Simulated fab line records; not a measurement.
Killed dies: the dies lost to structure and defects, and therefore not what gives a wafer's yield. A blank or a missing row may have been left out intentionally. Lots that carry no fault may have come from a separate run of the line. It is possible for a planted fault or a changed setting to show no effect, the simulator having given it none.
fab line records	flow n5Finfet
[record] lots = 7	wafers = 21
route steps=1938 shown FIN_SAQP@96 SD_EPI_N@267
startH: hours from the record's first day to the start of the lot's first wafer shown	waitH: hours since the lot's step before	" as in the row above	L1.1+2: a single row standing in for several wafers	- no value, or no start was given	* or withheld: withheld	< > ~ a bound
route shown NAME@n: names a module that has steps shown in the file, with the first one's number in the route	usual: the fault-free wafers' mean and standard deviation	same: alike in all rows	chamber/n: place in a boat	sites: each site's reading	_std_site: how widely they spread, as a standard deviation	_edge_site: outer sites' mean less inner sites'	radiusMm: how far each site lies from the wafer's centre	mask NAME#n: copy n	behind: the most recent tool/chamber to have shaped the wafer	hold: what put the lot on hold/how long, in hours/how the hold closed	device: which transistor (n, p or np) failed to switch	end of line: tests of these same wafers at the route's end	where a step has no rows: the recipe by itself	killed: dies that structure and defects cost at the first sort, which is not the same as the wafer's yield	map: per-die view of a wafer (x killed, . not killed, _ where there is no die)
set.NAME: the setting that was run; set.NAME@STEP: the one run at that earlier step	model.NAME: the simulator's own value behind a step, which no gauge read
one table per step and one row per wafer, for lots whose settings were changed on purpose
[[steps]]
[step N5_FIN_SAQP_HM_DEP_03]
[recipe] material = SiNx	targetThkA = 380	tempC = 400	precursor = SiH4/NH3/N2	pressureTorr = 1.5	rfW = 300	timeS = 33.6
lot.wafer	tool	chamber	startH	waitH	set.timeS	model.SiNx_of_FIN_SAQP_HM_DEP_03.thkNm
L074.2	pecvd-04	0	20.78	0.2	33.6	36.25
L074.3	"	2	"	"	33.6	36.59
L074.6	"	2	"	"	33.6	37.71
L076.1	pecvd-04	0	33.23	0.2	33.6	36.54
L076.4	"	1	"	"	36.5	42.03
L076.5	"	1	"	"	33.6	38.38
L079.3	pecvd-04	2	50.80	0.1	28.83	31.52
L079.4	"	1	"	"	33.6	38.22
L079.5	"	2	"	"	33.6	37.16
L087.3	pecvd-03	1	101.06	0.1	35.12	39.89
L087.4	"	0	"	"	35.12	41.35
L087.6	"	2	"	"	33.6	38.66
L092.4	pecvd-04	0	128.56	0.1	33.6	37.16
L092.5	"	1	"	"	33.6	37.9
L092.6	"	2	"	"	33.6	37.71
L094.4	pecvd-02	1	140.99	0.1	33.6	37.04
L094.5	"	2	"	"	33.6	37.89
L094.6	"	0	"	"	33.6	38.5
L097.3	pecvd-03	1	162.17	0.1	33.6	37.4
L097.5	"	1	"	"	33.6	37.66
L097.6	"	0	"	"	36.18	41.78
[step N5_FIN_SAQP_THK_MEAS_05]
[usual] thkNm = 37.9/0.62
lot.wafer	tool	chamber	startH	waitH	set.timeS@FIN_SAQP_HM_DEP_03	thkNm
L074.2	filmMetro-02	-	20.87	0.1	33.6	36.2
L074.3	"	-	"	"	33.6	36.6
L074.6	"	-	"	"	33.6	37.7
L076.1	filmMetro-02	-	33.35	0.1	33.6	36.6
L076.4	"	-	"	"	36.5	42.0
L076.5	"	-	"	"	33.6	38.4
L079.3	filmMetro-02	-	50.88	0.1	28.83	31.5
L079.4	"	-	"	"	33.6	38.2
L079.5	"	-	"	"	33.6	37.2
L087.3	filmMetro-02	-	101.15	0.1	35.12	39.9
L087.4	"	-	"	"	35.12	41.3
L087.6	"	-	"	"	33.6	38.7
L092.4	filmMetro-02	-	128.62	0.0	33.6	37.2
L092.5	"	-	"	"	33.6	37.9
L092.6	"	-	"	"	33.6	37.7
L094.4	filmMetro-02	-	141.05	0.0	33.6	37.0
L094.5	"	-	"	"	33.6	37.9
L094.6	"	-	"	"	33.6	38.4
L097.3	filmMetro-02	-	162.25	0.1	33.6	37.4
L097.5	"	-	"	"	33.6	37.6
L097.6	"	-	"	"	36.18	41.7
[step N5_FIN_SAQP_SPACER1_ALD_24]
[recipe] material = SiO2	targetThkA = 203	tempC = 300	aldPrecursorFamily = BDEAS	aldCoReactant = O2-plasma	pulseTimeS = 1	purgeTimeS = 2	coReactantPurgeTimeS = 2	aldCycles = 218	pressureTorr = 2
lot.wafer	tool	chamber	startH	waitH	set.tempC	model.SiO2_of_FIN_SAQP_SPACER1_ALD_24.thkNm
L074.2	aldSin-02	0	22.79	0.3	293.9	20.6
L074.3	"	1	"	"	293.9	20.8
L074.6	"	1	"	"	300	20.2
L076.1+5	aldSin-01	1	35.22	0.3	300	20.2
L076.4	"	2	"	"	289.9	21.2
L079.3	aldSin-01	0	52.63	0.1	300	20.4
L079.4+5	"	2,1	"	"	295	20.6
L087.3+4	aldSin-04	3,0	104.81	0.8	305.8	20
L087.6	"	0	"	"	300	20
L092.4	aldSin-02	0	130.38	0.2	300	20
L092.5+6	"	2,1	"	"	300	20.2
L094.4	aldSin-04	3	143.83	0.5	288	21.2
L094.5	"	0	"	"	288	21
L094.6	"	1	"	"	300	20.2
L097.3+5	aldSin-02	1,3	164.16	0.2	300	20.2
L097.6	"	0	"	"	290	21
[step N5_FIN_SAQP_SPACER1_ETCHBACK_25]
[recipe] chemistry = CHF3/O2	mode = anisotropicEtchback	target = SiO2	targetDepthA = 244	timeS = 12.2	pressureMtorr = 30	sourceW = 650	biasW = 170	Ar_flow_sccm = 200	CHF3_flow_sccm = 50	O2_flow_sccm = 5	ionEnergyEv = 200
[step N5_FIN_SAQP_MANDREL1_REMOVE_56]
[recipe] chemistry = HBr/Cl2/O2	btTimeS = 10	target = a-Si	stopOn = SiNx	endpoint = OES-SiCl	overEtchFrac = 1	icpW = 600	biasW = 22	HBr_flow_sccm = 150	Cl2_flow_sccm = 80	O2_flow_sccm = 5	pressureMtorr = 10
lot.wafer	tool	chamber	startH	waitH	set.tempC@FIN_SAQP_SPACER1_ALD_24	model.FIN_SAQP.cdNm
L074.2	rieSi-06	3	23.59	0.1	293.9	20.4
L074.3	"	0	"	"	293.9	20.8
L074.6	"	1	"	"	300	20.2
L076.1+5	rieSi-04	2	36.03	0.1	300	20.2
L076.4	"	3	"	"	289.9	21.2
L079.3	rieSi-06	3	53.44	0.1	300	20.4
L079.4+5	"	1,0	"	"	295	20.6
L087.3	rieSi-03	0	105.65	0.1	305.8	20.2
L087.4	"	3	"	"	305.8	19.8
L087.6	"	1	"	"	300	20
L092.4+5	rieSi-03	0,1	131.53	0.1	300	20.2
L092.6	"	3	"	"	300	20
L094.4	rieSi-06	0	144.29	0.1	288	21.2
L094.5	"	3	"	"	288	21
L094.6	"	0	"	"	300	20.2
L097.3+5	rieSi-06	3,0	164.97	0.1	300	20.2
L097.6	"	3	"	"	290	21
[step N5_FIN_SAQP_ETCH_69]
[recipe] chemistry = N2/H2	target = SOC	targetDepthA = 1500	stopOn = SiNx	ionEnergyEv = 100	biasW = 61	pressureMtorr = 30	sourceW = 850	n2FlowSccm = 200	h2FlowSccm = 200
lot.wafer	tool	chamber	startH	waitH	set.targetDepthA
L074.2	rieDiel-05	3	24.42	-	1624
L074.3+6	"	2	"	"	1500
L076.1	rieDiel-04	3	37.00	-	1500
L076.4+5	"	2	"	"	1585
L079.3+4	rieDiel-04	3,2	54.27	-	1500
L079.5	"	1	"	"	1588
L087.3	rieDiel-04	3	106.48	-	1500
L087.4+6	"	0,1	"	"	1405
L092.4+5+6	rieDiel-04	2,3,1	132.73	-	1500
L094.4	rieDiel-04	1	145.11	-	1500
L094.5+6	"	2,1	"	"	1416
L097.3+6	rieDiel-04	0,1	165.80	-	1500
L097.5	"	0	"	"	1567
[step N5_FIN_SAQP_ETCH_67]
[recipe] chemistry = CH3F/O2	target = SiNx	targetDepthA = 300	maskMaterial = SOC	pressureMtorr = 30	sourceW = 395	biasW = 73	Ar_flow_sccm = 150	CH3F_flow_sccm = 30	O2_flow_sccm = 20	ionEnergyEv = 120
[step N5_FIN_SAQP_STRIP_70]
[recipe] chemistry = N2/H2	powerW = 500	tempC = 40	pressureMtorr = 50	rfFrequencyHz = 6e+07	overashFraction = 0.3	biasPowerW = 28	h2Frac = 0.5	n2FlowSccm = 300	h2FlowSccm = 300
[step N5_FIN_SAQP_MANDREL2_REMOVE_60]
[recipe] chemistry = HBr/Cl2/O2	btTimeS = 10	target = a-Si	stopOn = SiNx	endpoint = OES-SiCl	overEtchFrac = 1	icpW = 600	biasW = 22	HBr_flow_sccm = 150	Cl2_flow_sccm = 80	O2_flow_sccm = 5	pressureMtorr = 10
[step N5_FIN_SAQP_HM_OPEN_33]
[recipe] chemistry = CH3F/O2	target = SiNx	maskMaterial = SiO2	targetDepthA = 494	timeS = 70.6	pressureMtorr = 30	sourceW = 395	biasW = 73	Ar_flow_sccm = 150	CH3F_flow_sccm = 30	O2_flow_sccm = 20	ionEnergyEv = 120	ends = cleared
lot.wafer	tool	chamber	startH	waitH	set.timeS@FIN_SAQP_HM_DEP_03	model.etch.depthNm
L074.2	rieDiel-03	2	25.40	0.1	33.6	35.62
L074.3	"	3	"	"	33.6	35.9
L074.6	"	0	"	"	33.6	37.08
L076.1	rieDiel-04	2	38.00	0.1	33.6	35.91
L076.4	"	1	"	"	36.5	41.4
L076.5	"	1	"	"	33.6	37.76
L079.3	rieDiel-05	2	55.26	0.0	28.83	30.85
L079.4	"	3	"	"	33.6	37.59
L079.5	"	0	"	"	33.6	36.47
L087.3	rieDiel-04	2	108.09	0.2	35.12	39.27
L087.4	"	1	"	"	35.12	40.73
L087.6	"	2	"	"	33.6	38.03
L092.4	rieDiel-05	3	134.17	0.2	33.6	36.53
L092.5	"	2	"	"	33.6	37.27
L092.6	"	1	"	"	33.6	37.09
L094.4	rieDiel-04	0	146.10	0.1	33.6	36.41
L094.5	"	2	"	"	33.6	37.27
L094.6	"	1	"	"	33.6	37.87
L097.3	rieDiel-04	0	166.74	0.1	33.6	36.78
L097.5	"	2	"	"	33.6	37.03
L097.6	"	1	"	"	36.18	41.15
[step N5_FIN_SAQP_ETCH_34]
[recipe] chemistry = C4F6/O2	target = SiO2	targetDepthA = 450	timeS = 15	ionEnergyEv = 250	pressureMtorr = 30	sourceW = 345	biasW = 185	Ar_flow_sccm = 300	C4F6_flow_sccm = 10	O2_flow_sccm = 10	ends = cleared
[step N5_FIN_SAQP_STRIP_77]
[recipe] chemistry = N2/H2	timeS = 90	powerW = 100	tempC = 40	pressureMtorr = 100	rfFrequencyHz = 6e+07	biasPowerW = 3	n2FlowSccm = 300	h2FlowSccm = 300
[step N5_FIN_SAQP_ETCH_64]
[recipe] chemistry = CF4	target = SiO2	targetDepthA = 15	ionEnergyEv = 350	pressureMtorr = 10	icpW = 800	biasW = 400	cf4FlowSccm = 80
lot.wafer	tool	chamber	startH	waitH	set.timeS@FIN_SAQP_HM_DEP_03	model.SiNx_of_FIN_SAQP_HM_DEP_03.thkNm
L074.2	rieSi-04	3	25.66	0.0	33.6	30.8
L074.3	"	0	"	"	33.6	31.2
L074.6	"	1	"	"	33.6	32.2
L076.1	rieSi-03	1	38.26	0.0	33.6	31.2
L076.4	"	0	"	"	36.5	36.6
L076.5	"	3	"	"	33.6	33
L079.3	rieSi-06	2	55.52	0.0	28.83	26
L079.4	"	0	"	"	33.6	32.8
L079.5	"	0	"	"	33.6	31.8
L087.3	rieSi-03	0	108.36	0.0	35.12	34.4
L087.4	"	3	"	"	35.12	36
L087.6	"	0	"	"	33.6	33.2
L092.4	rieSi-06	3	134.41	0.0	33.6	31.8
L092.5	"	0	"	"	33.6	32.6
L092.6	"	3	"	"	33.6	32.2
L094.4	rieSi-04	2	146.37	0.0	33.6	31.6
L094.5	"	2	"	"	33.6	32.4
L094.6	"	1	"	"	33.6	33.2
L097.3	rieSi-06	1	167.01	0.0	33.6	32
L097.5	"	3	"	"	33.6	32.2
L097.6	"	0	"	"	36.18	36.4
[step N5_FIN_SAQP_FIN_ETCH_36]
[recipe] chemistry = HBr/Cl2/O2	targetDepthA = 1200	maskMaterial = SiNx	timeS = 50.4	biasW = 102	pressureMtorr = 10	icpW = 800	HBr_flow_sccm = 150	Cl2_flow_sccm = 80	O2_flow_sccm = 12
lot.wafer	tool	chamber	startH	waitH	set.timeS@FIN_SAQP_HM_DEP_03	model.SiNx_of_FIN_SAQP_HM_DEP_03.thkNm
L074.2	rieSi-04	3	25.68	0.0	33.6	19.6
L074.3	"	0	"	"	33.6	20
L074.6	"	1	"	"	33.6	21
L076.1	rieSi-03	1	38.28	0.0	33.6	20.6
L076.4	"	0	"	"	36.5	25.2
L076.5	"	3	"	"	33.6	22.2
L079.3	rieSi-06	2	55.54	0.0	28.83	14.4
L079.4	"	0	"	"	33.6	21.8
L079.5	"	0	"	"	33.6	20.6
L087.3	rieSi-03	0	108.38	0.0	35.12	23
L087.4	"	3	"	"	35.12	25.2
L087.6	"	0	"	"	33.6	21.8
L092.4	rieSi-06	3	134.43	0.0	33.6	20.6
L092.5	"	0	"	"	33.6	21.4
L092.6	"	3	"	"	33.6	21
L094.4	rieSi-04	2	146.39	0.0	33.6	20.6
L094.5	"	2	"	"	33.6	21.4
L094.6	"	1	"	"	33.6	22
L097.3+5	rieSi-06	1,3	167.03	0.0	33.6	20.8
L097.6	"	0	"	"	36.18	25.4
[step N5_SD_EPI_N_EXPOSE_06]
[recipe] maskId = SD_N_BLK	na = 1.35	sourceShape = conventional	sigmaOuter = 0.8	polarization = unpolarized	targetCdNm = 120	doseMj = 39.75
lot.wafer	tool	chamber	startH	waitH	mask	set.doseMj
L074.2+3	arfiScanner-01	0	47.58	-	SD_N_BLK#0	41.72
L074.6	"	0	"	"	SD_N_BLK#0	39.75
L076.1	arfiScanner-02	0	62.23	-	SD_N_BLK#0	42.19
L076.4+5	"	0	"	"	SD_N_BLK#0	39.75
L079.3+4+5	arfiScanner-03	0	76.88	-	SD_N_BLK#0	39.75
L087.3+6	arfiScanner-03	0	130.70	-	SD_N_BLK#0	38.93
L087.4	"	0	"	"	SD_N_BLK#0	39.75
L092.4+5+6	arfiScanner-02	0	157.11	-	SD_N_BLK#0	39.75
L094.4+5	arfiScanner-03	0	168.23	-	SD_N_BLK#0	38.76
L094.6	"	0	"	"	SD_N_BLK#0	39.75
L097.3+5	arfiScanner-03	0	190.30	-	SD_N_BLK#0	42.16
L097.6	"	0	"	"	SD_N_BLK#0	39.75
[step N5_SD_EPI_N_PEB_07]
[recipe] pebTempC = 110	pebTimeS = 60	resist = CAR-ArF-block
[step N5_SD_EPI_N_DEVELOP_08]
[recipe] developTimeS = 30	developer = TMAH	resist = CAR-ArF-block	devTempC = 23	rinseLiquid = diw	dry = airSpin
[step N5_SD_EPI_N_CD_MEAS_09]
[recipe] targetCdNm = 120	landingEnergyEv = 500	detector = seInlens
[usual] cdNm = 119.8/0.65
lot.wafer	tool	chamber	startH	waitH	set.doseMj@SD_EPI_N_EXPOSE_06	cdNm
L074.2	cdSem-02	0	47.70	-	41.72	122.4
L074.3	"	0	"	"	41.72	123.1
L074.6	"	0	"	"	39.75	120.7
L076.1	cdSem-02	0	62.35	-	42.19	123.9
L076.4	"	0	"	"	39.75	120.6
L076.5	"	0	"	"	39.75	119.5
L079.3	cdSem-02	0	77.00	-	39.75	118.8
L079.4	"	0	"	"	39.75	118.7
L079.5	"	0	"	"	39.75	119.0
L087.3	cdSem-02	0	130.82	-	38.93	118.6
L087.4	"	0	"	"	39.75	120.0
L087.6	"	0	"	"	38.93	118.8
L092.4	cdSem-02	0	157.22	-	39.75	120.2
L092.5	"	0	"	"	39.75	121.2
L092.6	"	0	"	"	39.75	120.9
L094.4	cdSem-03	0	168.34	-	38.76	119.1
L094.5	"	0	"	"	38.76	118.5
L094.6	"	0	"	"	39.75	120.1
L097.3	cdSem-01	0	190.41	-	42.16	124.3
L097.5	"	0	"	"	42.16	123.2
L097.6	"	0	"	"	39.75	119.6
[step N5_SD_EPI_N_DESCUM_14]
[recipe] chemistry = O2	timeS = 7.9	sourcePowerW = 50	biasPowerW = 20	pressureMtorr = 20	rfFrequencyHz = 2.712e+07	tempC = 40	resist = CAR-ArF-block	o2FlowSccm = 225
lot.wafer	tool	chamber	startH	waitH	set.doseMj@SD_EPI_N_EXPOSE_06	model.SD_EPI_N.cdNm
L074.2	rieDiel-05	0	47.79	0.0	41.72	122.4
L074.3	"	2	"	"	41.72	122.8
L074.6	"	2	"	"	39.75	120.2
L076.1	rieDiel-05	0	62.44	0.0	42.19	123.8
L076.4	"	3	"	"	39.75	120.2
L076.5	"	0	"	"	39.75	119.4
L079.3	rieDiel-04	3	77.08	0.0	39.75	119
L079.4	"	1	"	"	39.75	118.6
L079.5	"	3	"	"	39.75	119.2
L087.3	rieDiel-05	2	130.90	0.0	38.93	118.2
L087.4	"	2	"	"	39.75	120
L087.6	"	3	"	"	38.93	118.8
L092.4	rieDiel-03	3	157.53	0.3	39.75	120.6
L092.5	"	0	"	"	39.75	121.2
L092.6	"	3	"	"	39.75	121
L094.4	rieDiel-05	3	168.62	0.2	38.76	118.8
L094.5	"	2	"	"	38.76	118.4
L094.6	"	0	"	"	39.75	120.4
L097.3	rieDiel-03	1	190.72	0.3	42.16	124.2
L097.5	"	2	"	"	42.16	123
L097.6	"	1	"	"	39.75	119.2
[step N5_SD_EPI_N_ETCH_34]
[recipe] chemistry = CF4	target = SiARC	targetDepthA = 455	maskMaterial = CAR-ArF-block	timeS = 75.8	ionEnergyEv = 80	pressureMtorr = 40	sourceW = 545	biasW = 36	Ar_flow_sccm = 100	cf4FlowSccm = 100	ends = cleared
lot.wafer	tool	chamber	startH	waitH	set.doseMj@SD_EPI_N_EXPOSE_06	model.SD_EPI_N.cdNm
L074.2	rieDiel-05	0	47.82	0.0	41.72	122.2
L074.3	"	2	"	"	41.72	123.2
L074.6	"	2	"	"	39.75	120.6
L076.1	rieDiel-05	0	62.48	0.0	42.19	123.6
L076.4	"	3	"	"	39.75	120.2
L076.5	"	0	"	"	39.75	119
L079.3+5	rieDiel-04	3	77.12	0.0	39.75	119
L079.4	"	1	"	"	39.75	119.2
L087.3	rieDiel-05	2	130.94	0.0	38.93	118.8
L087.4	"	2	"	"	39.75	120.4
L087.6	"	3	"	"	38.93	118.6
L092.4	rieDiel-03	3	157.57	0.0	39.75	120.2
L092.5	"	0	"	"	39.75	121.6
L092.6	"	3	"	"	39.75	120.8
L094.4	rieDiel-05	3	168.67	0.0	38.76	118.8
L094.5	"	2	"	"	38.76	118.6
L094.6	"	0	"	"	39.75	120
L097.3	rieDiel-03	1	190.75	0.0	42.16	124.2
L097.5	"	2	"	"	42.16	122.8
L097.6	"	1	"	"	39.75	119.2
[[key]]
[split] step = N5_FIN_SAQP_HM_DEP_03	setting = timeS	stated = 33.6	by = wafer
[response] step = N5_FIN_SAQP_HM_DEP_03	reading = model.SiNx_of_FIN_SAQP_HM_DEP_03.thkNm	change = +0.474	per = 1%	r = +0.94
[response] step = N5_FIN_SAQP_THK_MEAS_05	reading = thkNm	change = *	per = 1%	r = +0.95
[response] step = N5_FIN_SAQP_HM_OPEN_33	reading = model.etch.depthNm	change = +0.475	per = 1%	r = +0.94
[response] step = N5_FIN_SAQP_ETCH_64	reading = model.SiNx_of_FIN_SAQP_HM_DEP_03.thkNm	change = +0.479	per = 1%	r = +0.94
[response] step = N5_FIN_SAQP_FIN_ETCH_36	reading = model.SiNx_of_FIN_SAQP_HM_DEP_03.thkNm	change = +0.492	per = 1%	r = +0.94
[split] step = N5_FIN_SAQP_SPACER1_ALD_24	setting = tempC	stated = 300	by = wafer
[response] step = N5_FIN_SAQP_SPACER1_ALD_24	reading = model.SiO2_of_FIN_SAQP_SPACER1_ALD_24.thkNm	change = -0.224	per = 1%	r = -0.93
[response] step = N5_FIN_SAQP_MANDREL1_REMOVE_56	reading = model.FIN_SAQP.cdNm	change = -0.22	per = 1%	r = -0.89
[split] step = N5_FIN_SAQP_ETCH_69	setting = targetDepthA	stated = 1500	by = wafer
response none clear
[split] step = N5_SD_EPI_N_EXPOSE_06	setting = doseMj	stated = 39.75	by = wafer
[response] step = N5_SD_EPI_N_CD_MEAS_09	reading = cdNm	change = +0.595	per = 1%	r = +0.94
[response] step = N5_SD_EPI_N_DESCUM_14	reading = model.SD_EPI_N.cdNm	change = +0.646	per = 1%	r = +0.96
[response] step = N5_SD_EPI_N_ETCH_34	reading = model.SD_EPI_N.cdNm	change = +0.619	per = 1%	r = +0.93
